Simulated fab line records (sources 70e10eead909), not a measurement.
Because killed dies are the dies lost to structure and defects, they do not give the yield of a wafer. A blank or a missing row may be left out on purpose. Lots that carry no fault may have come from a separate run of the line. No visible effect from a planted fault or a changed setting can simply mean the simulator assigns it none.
A struck lot beside a sound one :: flow nand harc :: 15 steps out of a route of 1159
Sound: the wafers L816.2, L816.4, L816.5. Wafers L827.4, L827.5, L827.6 were the ones struck. The cause is given at the end.
At each step with rows: each side's tool, then ch and its chambers, then its first start. Under that, the readings that differ: sound wafers :: struck wafers :: difference of the means :: sigmas: that difference in standard deviations of wafers without a fault.
alike: readings with means less than 2 such deviations apart, plus words and numbers identical on both sides. not compared: withheld readings, readings lacking a value on some wafer, bounds such as >300 that could conceal the same value, and numbers that have no deviation in the record and whose values overlap.
The two part at a step that has a row with sigmas, a row that says differs or no value, or rows on one side only. Numbers that don't overlap but have no deviation are shown without sigmas and don't part them. A reading missing from all wafers of one side parts the sides only when that side holds two or more wafers.

first, 3 steps without rows for these wafers: NHARC_THIN_TSV_EXPOSE_09 (exposes mask TSV); NHARC_THIN_TSV_PEB_10 (peb time 85 s); NHARC_THIN_TSV_DEVELOP_11 (time 70 s).
NHARC_THIN_TSV_CD_MEAS_12 targets a cd of 1000 nm.
  sound on cd sem-03 ch 0, day 20 06:05; struck on cd sem-03 ch 0, day 23 10:29
  alike: cd nm
then, 1 step without rows for these wafers: NHARC_THIN_TSV_HARDBAKE_13 (time 80 s).
NHARC_THIN_TSV_DESCUM_14: chemistry O2, time 3 s.
  sound on rie diel-08 ch 0,1,3, day 20 06:15; struck on rie diel-09 ch 0,3, day 23 10:39
  alike: drypump motor current A, oes product au, rf vpp V, showerhead plenum p Torr, throttle valve pct
  not compared: rf hours counter h
then, 1 step without rows for these wafers: NHARC_THIN_TSV_ETCH_44 (etches the open film in CF4/O2, target depth 1594.2 nm, time 797.1 s).
NHARC_THIN_TSV_ETCH_15: target depth 3000 nm, bosch target overetch cycles 2, bosch etch step 2.8 s.
  sound on rie si-05 ch 0,3, day 20 06:57; struck on rie si-01 ch 0,1, day 23 11:19
  alike: drypump motor current A
  not compared: rf hours counter h
NHARC_THIN_TSV_CD_MEAS_16:
  struck on cd sem-03, day 23 11:28; sound on cd sem-03, day 20 07:06
  alike: cd nm
NHARC_THIN_TSV_STRIP_45: strips in O2.
  sound on plasma asher-01 ch 0, day 20 07:13; struck on plasma asher-01 ch 0,1, day 23 11:45
  alike: drypump motor current A, heater power w, rf refl power W
  not compared: rf hours counter h
then, 1 step without rows for these wafers: NHARC_THIN_TSV_STRIP_46 (strips in post etch residue remover, time 1200 s).
NHARC_THIN_TSV_DEP_47: deposits SiO2, target thk 200 nm.
  sound on pecvd-02 ch 0,1,2, day 20 07:59; struck on pecvd-01 ch 0,1,2, day 23 12:32
  alike: throttle valve pct
NHARC_THIN_TSV_ETCHBACK_48: etches the open film in C4F8/Ar, target depth 1028.5 nm, time 405.17 s.
  sound on rie diel-10 ch 1,2,3, day 20 08:23; struck on rie diel-09 ch 2,3, day 23 12:50
reading: oes product au (a.u.)
sound: 0.922 0.909 0.926
struck: 1.144 1.137 1.150
difference: +0.225
sigmas: +7

reading: rf fwd power W (W)
sound: 600.7 600.7 596.3
struck: 837.1 837.1 837.8
difference: +238.1
sigmas: +99 or more

reading: rf vpp V (V)
sound: 548.5 549.8 549.1
struck: 540.5 542.5 546.0
difference: -6.1
sigmas: -2
  not compared: rf hours counter h
NHARC_THIN_TSV_STRIP_62: strips in N2/H2, time 20 s.
  sound on plasma asher-02 ch 0,1, day 20 08:45; struck on plasma asher-01 ch 0,1, day 23 13:43
  alike: drypump motor current A, heater power w, rf refl power W
  not compared: rf hours counter h
then, 1 step without rows for these wafers: NHARC_END_SORT_01.

== WHERE THEY PART ==
Only at NHARC_THIN_TSV_ETCHBACK_48, within this record. Later steps at which nothing parts them and some readings are alike: NHARC_THIN_TSV_STRIP_62.

WHY: the cause the simulator had injected
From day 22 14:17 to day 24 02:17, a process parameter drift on rie diel-09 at NHARC_THIN_TSV_ETCHBACK_48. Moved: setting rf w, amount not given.
